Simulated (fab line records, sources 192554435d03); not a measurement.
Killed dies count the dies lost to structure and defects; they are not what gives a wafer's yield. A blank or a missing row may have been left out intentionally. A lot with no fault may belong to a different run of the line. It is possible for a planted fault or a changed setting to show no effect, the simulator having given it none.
Chamber matching ; flow n5 finfet ; N5_BEOL_M3_ALD_98 on ald sin-01: 4 sister chambers
The step deposits SiO2, target thk 2.5 nm, pulse time 1 s, co reactant pulse time 1 s. 4 wafers are shown with their chamber, then 10 later ones without.

== WAFERS, EACH WITH ITS CHAMBER ==
wafer;chamber;heater power w (W)
L087.2;2;98
L087.3;0;67
L091.1;3;77
L091.2;1;81

== WAFERS WITHOUT THEIR CHAMBER ==
wafer;heater power w (W)
L091.6;94
L095.1;82
L095.3;97
L095.6;75
L096.2;81
L096.3;67
L096.6;67
L097.1;75
L097.3;97
L097.6;75

== EACH ONE'S CHAMBER ==
wafer;from the rows above;in truth
L091.6;2;2
L095.1;1;1
L095.3;2;2
L095.6;3;3
L096.2;1;1
L096.3;0;0
L096.6;0;0
L097.1;3;3
L097.3;2;2
L097.6;3;3
Placed correctly: 10 of 10. Left unplaced by these rows: 0. 0 placed wrongly.
How it was worked out, from the rows above alone: a wafer's distance from a chamber is the root of the sum, over the readings, of the square of ((its reading less the chamber's mean) divided by the reading's scatter). If the next closest chamber is less than 2 further off than the closest, the wafer can't be placed; otherwise it belongs to the closest. For every chamber, the mean is computed from those of its wafers that are shown. The scatter (one wafer shown for each chamber): square how far every hidden wafer sits from the nearest shown wafer, average those squares and take the square root.
